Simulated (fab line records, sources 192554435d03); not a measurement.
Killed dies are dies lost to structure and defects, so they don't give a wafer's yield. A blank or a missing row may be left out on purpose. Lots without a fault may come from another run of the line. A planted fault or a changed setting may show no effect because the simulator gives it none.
Chamber matching | flow n5_finfet | N5_BEOL_M4_ETCH_64 on rie_diel-02: 4 sister chambers
The step etches SOC in N2/H2, target depth 75 nm, overetch 22.5 nm, time 121.9 s. 20 wafers are shown with their chamber, then 10 later ones without.

WAFERS WITH THEIR CHAMBER
wafer  | chamber | showerhead_plenum_p_Torr (Torr) | drypump_motor_current_A (A) | rf_vpp_V (V)
L078.2 | 0       | 2.34                            | 6.3                         | 516.6
L078.4 | 1       | 2.65                            | 5.4                         | 525.9
L078.6 | 2       | 2.49                            | 5.8                         | 521.3
L080.1 | 3       | 2.46                            | 5.9                         | 521.9
L080.3 | 0       | 2.34                            | 6.4                         | 517.8
L080.5 | 0       | 2.34                            | 6.4                         | 518.7
L081.1 | 3       | 2.46                            | 6.0                         | 520.2
L081.3 | 1       | 2.65                            | 5.4                         | 525.2
L081.6 | 1       | 2.65                            | 5.4                         | 527.4
L088.2 | 1       | 2.64                            | 5.4                         | 526.2
L088.5 | 2       | 2.48                            | 5.8                         | 522.0
L088.6 | 1       | 2.64                            | 5.4                         | 527.2
L089.4 | 3       | 2.45                            | 5.9                         | 521.0
L089.5 | 2       | 2.48                            | 5.8                         | 522.8
L089.6 | 1       | 2.64                            | 5.5                         | 526.5
L090.1 | 2       | 2.48                            | 5.8                         | 521.7
L090.2 | 0       | 2.33                            | 6.4                         | 518.5
L090.6 | 1       | 2.64                            | 5.4                         | 526.4
L091.1 | 3       | 2.45                            | 5.9                         | 521.5
L091.3 | 0       | 2.33                            | 6.3                         | 518.5

SIGNATURES (means of the wafers above)
reading                  | chamber 0 | chamber 1 | chamber 2 | chamber 3 | scatter within a chamber
showerhead_plenum_p_Torr | 2.3360    | 2.6443    | 2.4825    | 2.4550    | 0.0054
drypump_motor_current_A  | 6.360     | 5.414     | 5.800     | 5.925     | 0.0419
rf_vpp_V                 | 518.020   | 526.400   | 521.950   | 521.150   | 0.758
Rule: a wafer's distance from a chamber is the root of the sum, over the readings, of the square of ((its reading less the chamber's mean) divided by the reading's scatter). The wafer belongs to the nearest chamber; if the next one is less than 2 further off, it can't be placed. The scatter: the root of (the sum of the squares of (reading less its chamber's mean) over the shown wafers, divided by (wafers less chambers)).

WAFERS WITHOUT THEIR CHAMBER
wafer  | showerhead_plenum_p_Torr (Torr) | drypump_motor_current_A (A) | rf_vpp_V (V)
L091.5 | 2.33                            | 6.4                         | 518.2
L092.1 | 2.47                            | 5.8                         | 522.6
L092.2 | 2.45                            | 6.0                         | 522.3
L092.6 | 2.47                            | 5.8                         | 523.1
L096.2 | 2.47                            | 5.8                         | 522.1
L096.3 | 2.63                            | 5.4                         | 526.1
L096.5 | 2.47                            | 5.8                         | 523.6
L097.1 | 2.47                            | 5.8                         | 521.9
L097.3 | 2.44                            | 5.9                         | 521.6
L097.5 | 2.32                            | 6.3                         | 519.4

WHICH CHAMBER EACH WENT THROUGH
wafer  | from the rows above     | in truth
L091.5 | 0                       | 0
L092.1 | 2                       | 2
L092.2 | 3                       | 3
L092.6 | 2                       | 2
L096.2 | can't be placed: 2 or 3 | 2
L096.3 | 1                       | 1
L096.5 | 2                       | 2
L097.1 | can't be placed: 2 or 3 | 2
L097.3 | 3                       | 3
L097.5 | 0                       | 0
Placed correctly: 8 of 10. Can't be placed from these rows: 2 (the true chamber is among the candidates in 2). Placed wrongly: 0.
